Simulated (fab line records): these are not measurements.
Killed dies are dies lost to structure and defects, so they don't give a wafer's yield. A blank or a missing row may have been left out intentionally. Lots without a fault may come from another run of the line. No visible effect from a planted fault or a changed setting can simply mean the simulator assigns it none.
Comparing a struck lot with a sound one	flow n5_finfet	37 steps out of a route of 1938
Sound: wafers L811.1, L811.5, L811.6. Struck: wafer L801.5. (L801.2, L801.4 of the same lot were not struck and are left out.) The cause comes at the end.
For every step that has rows: the tool of each side, followed by ch and its chambers, followed by its first start. Under that, the readings that differ: sound wafers	struck wafers	difference of the means	sigmas: that difference in standard deviations of wafers without a fault.
alike: readings with means less than 2 such deviations apart, plus words and numbers identical on both sides. not compared: withheld readings, readings lacking a value on some wafer, bounds such as >300 that could conceal the same value, and numbers that have no deviation in the record and whose values overlap.
The two part at a step that has a row with sigmas, a row that says differs or no value, or rows on one side only. Numbers that don't overlap but have no deviation are shown without sigmas and don't part them. A reading missing from all wafers of one side parts the sides only when that side holds two or more wafers.

first, 9 steps without rows for these wafers: N5_BEOL_M6_ALD_77 (deposits TaN, target thk 2 nm, pulse time 2 s, purge time 3 s); N5_BEOL_M6_SURFACE_TREAT_79; N5_BEOL_M6_CVD_78 (deposits Co from CCTBA/H2, target thk 2 nm, time 142.3 s); N5_BEOL_M6_SPUTTER_48 (material Cu, target thk 10 nm, time 1.667 s); N5_BEOL_M6_ECD_50 (material Cu, target thk 300 nm); N5_BEOL_M6_ANNEAL_51 (time 90 s); N5_BEOL_M6_CMP_52 (polishes, stops on SiCOH lowk, t overpolish 6.9 s, target thk 80 nm); N5_BEOL_M6_PRE_CLEAN_55 (time 15 s); N5_BEOL_M6_DEP_56 (deposits SiCN from 3MS/NH3, target thk 10 nm, time 17.5 s).
N5_BEOL_M7_ILD_DEP_00: deposits SiCOH lowk from DEMS/porogen, target thk 179.75 nm, time 33.4 s.
  sound on pecvd-03 ch 0,1, day 15 12:15; struck on pecvd-03 ch 0, day 12 14:58
reading	sound	struck	difference	sigmas
susceptor_temp_C (C)	299.68 299.91 300.05	306.62	+6.74	+37
model.SiCOH_lowk_of_BEOL_M7_ILD_DEP_00.thk_nm (nm)	177.8 179.8 180.2	169.4	-9.9	
  alike: heater_power_w, rf_fwd_power_W, showerhead_plenum_p_Torr, showerhead_vpp_V, throttle_valve_pct
then, 1 step without rows for these wafers: N5_BEOL_M7_CURE_74 (cures SiCOH lowk, time 240 s).
N5_BEOL_M7_THK_MEAS_01:
  sound: film_metro-01 at day 15 12:50; struck: film_metro-02 at day 12 15:32
reading	sound	struck	difference	sigmas
M7_ILD_THK (nm)	153.4 155.0 155.3	146.0	-8.6	-4
then, 23 steps without rows for these wafers: N5_BEOL_M7_PECVD_70 (deposits SiO2 from TEOS/O2, target thk 20 nm, time 22.7 s); N5_BEOL_M7_HM_DEP_02 (deposits TiN, target thk 20 nm); N5_BEOL_M7_COAT_59 (time 60 s, resist thk 100 nm); N5_BEOL_M7_COAT_60 (time 60 s, resist thk 35 nm); N5_BEOL_M7_COAT_05 (resist thk 90 nm); N5_BEOL_M7_EBR_07; N5_BEOL_M7_SOFTBAKE_06 (time 60 s); N5_BEOL_M7_EXPOSE_08 (exposes mask M7); N5_BEOL_M7_PEB_09 (peb time 60 s); N5_BEOL_M7_DEVELOP_10 (develop time 30 s); N5_BEOL_M7_DESCUM_16 (chemistry O2, time 7.9 s); N5_BEOL_M7_ETCH_61 (etches SiARC in CF4, target depth 45.5 nm, time 75.8 s); N5_BEOL_M7_ETCH_62 (etches SOC in N2/H2, target depth 110 nm, overetch 22 nm, time 165 s); N5_BEOL_M7_STRIP_68 (strips in N2/H2); N5_BEOL_M7_STRIP_67 (strips in CF4); N5_BEOL_M7_HM_OPEN_17 (chemistry Cl2/BCl3, target TiN, target depth 20 nm, overetch 6 nm); N5_BEOL_M7_STRIP_19 (strips in O2); N5_BEOL_M7_COAT_63 (time 60 s, resist thk 60 nm); N5_BEOL_M7_COAT_64 (time 60 s, resist thk 12 nm); N5_BEOL_M7_COAT_71 (time 60 s, resist thk 5 nm); N5_BEOL_M7_COAT_22 (resist thk 30 nm); N5_BEOL_M7_EBR_24; N5_BEOL_M7_SOFTBAKE_23 (time 60 s).
N5_BEOL_M7_CMP_52: polishes, stops on SiCOH lowk, t overpolish 6.9 s, target thk 80 nm.
  sound on cmp-01 ch 0,1, day 15 20:46; struck on cmp-02 ch 2, day 12 23:12
reading	sound	struck	difference	sigmas
barrier_field_endpoint_s (s)	28.9 29.7 29.5	27.8	-1.6	-2
overpolish_run_s (s)	6.900 6.903 6.900	6.881	-0.020	-2
time_to_endpoint_s (s)	66 64 63	56	-8	-3
model.SiCOH_lowk_of_BEOL_M7_ILD_DEP_00.thk_nm (nm)	150.2 152 152.4	143	-9	
  alike: clearing_platen_rpm, motor_current_A, retaining_ring_pressure_frac
-- record jumps: 3 days separate the struck wafers' starts on either side; left off in module BEOL_M7, taken up again in module PASSIVATION, whose first shown step is the route's number 1936 --
N5_PASSIVATION_PROBE_49:
  sound: prober-02 at day 19 02:35; struck: prober-02 at day 16 00:41
reading	sound	struck	difference	sigmas
sort_bin_4_leakage (%)	0 0 0	0.08	+0.08	+8
  alike: defect_limited_yield, killed_at_M0_to_M3, killed_at_M4_up, killed_at_contacts, killed_at_front_end, killed_at_other, killed_dies, killed_open, killed_short, sort_bin_5_function, sort_bin_6_memory, sort_bin_8_speed, sort_n_pass

WHERE THEY PART
Last at N5_PASSIVATION_PROBE_49 as far as this record goes, first at N5_BEOL_M7_ILD_DEP_00.

WHY: whatever the simulator had introduced
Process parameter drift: pecvd-03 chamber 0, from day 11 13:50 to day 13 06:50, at N5_BEOL_M7_ILD_DEP_00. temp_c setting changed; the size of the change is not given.
